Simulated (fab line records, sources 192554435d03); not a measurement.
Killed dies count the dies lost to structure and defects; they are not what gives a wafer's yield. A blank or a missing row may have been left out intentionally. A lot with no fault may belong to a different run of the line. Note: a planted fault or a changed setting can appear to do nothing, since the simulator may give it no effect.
Code-filled problem report in 8D (eight disciplines) form + flow n5-finfet + the parts of the form that need people (team, actions taken, sign-off) are left out

## 1. THE ISSUE
At N5_BEOL_M3_PECVD_72, susceptor-temp-C averages 412.96 C over 4 wafers from 2 lots, while fault-free wafers read 400.03 C, standard deviation 0.25. That is +52 standard deviations from the usual mean.
The step: deposits SiO2 from TEOS/O2, target thk 16 nm, time 18 s.
First observed at day 8 20:28: wafer L258.1, on pecvd-04. At this step, 12 wafers from 4 lots have a number in the record. Rule for "out", or "out of limits": more than 4 standard deviations from the usual mean. All remaining wafers that have a number are taken as sound.

## 2. WHAT IT IS; WHAT IT IS NOT
| question                    | is                             | is not                                                                   |
|-----------------------------|--------------------------------|--------------------------------------------------------------------------|
| which readings at this step | susceptor-temp-C               | heater-power-w, showerhead-plenum-p-Torr, throttle-valve-pct             |
| which lots                  | L258, L261                     | L252, L266                                                               |
| which wafers of those lots  | L258.1, L258.5, L261.1, L261.5 | L258.6, L261.4                                                           |
| read on which tools         | pecvd-04                       | pecvd-03                                                                 |
| when                        | from day 8 20:28               | up to then (4 sound wafers); but 4 sound wafers of L261, L266 came after |

## 3. THE SUSPECTS, EACH WITH WHAT RULES IT OUT
Counting: any tool at a process step up to the reading remains a suspect provided it ran every lot that is out. Sound lots after the first of them don't rule it out here, since some wafers of a struck lot are sound.
- pecvd-04 at N5_BEOL_M3_PECVD_72 (deposits SiO2 from TEOS/O2, target thk 16 nm, time 18 s): kept. It processed each lot that is out (first: L258, day 8 20:28); up to then, its last sound lot is L252 (day 7 11:23). Its own readings are out on those wafers: susceptor-temp-C.
- At N5_BEOL_M3_PECVD_72, inside pecvd-04: chamber 0 took the wafers that are out, while their sound lot-mates went through chambers 1, 2.
After counting, what remains is pecvd-04 at N5_BEOL_M3_PECVD_72.

## 4. THE CAUSE (what the simulator had put in)
pecvd-04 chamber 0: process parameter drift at N5_BEOL_M3_PECVD_72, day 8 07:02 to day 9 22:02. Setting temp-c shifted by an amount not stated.
Counting left only this tool.

## 5. SEQUENCE OF EFFECTS, ordered by route
Each row: a reading whose mean over the struck wafers that have a number lies more than 3 standard deviations from the usual. Scope: only readings with a usual standard deviation given in the record; hours: median across lots of the time from each lot's start at the first step in this table that gives one to its start at this step; sigmas: change in usual standard deviations.
| hours | step                | reading                  | usual    | on struck wafers | change | sigmas |
|-------|---------------------|--------------------------|----------|------------------|--------|--------|
| 0     | N5_BEOL_M3_PECVD_72 | susceptor-temp-C         | 400.03 C | 412.96           | +12.93 | +52    |
| 10    | N5_BEOL_M3_CMP_52   | barrier-field-endpoint-s | 24.8 s   | 22.8             | -2.1   | -3.5   |
It contains these process steps:
- N5_BEOL_M3_PECVD_72: deposits SiO2 from TEOS/O2, target thk 16 nm, time 18 s.
- N5_BEOL_M3_CMP_52: polishes, stops on SiOC, t overpolish 6.8 s, target thk 40 nm.
Later measuring or inspecting steps at which every struck wafer that the step has a row for has a number for every such reading, and none has moved that far: N5_BEOL_M4_RC_MEAS_101.

## 6. HOW IT WOULD HAVE BEEN CAUGHT EARLIER
In this record the first reading out of limits was taken at day 8 20:28, 13 hours after the fault began at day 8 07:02.
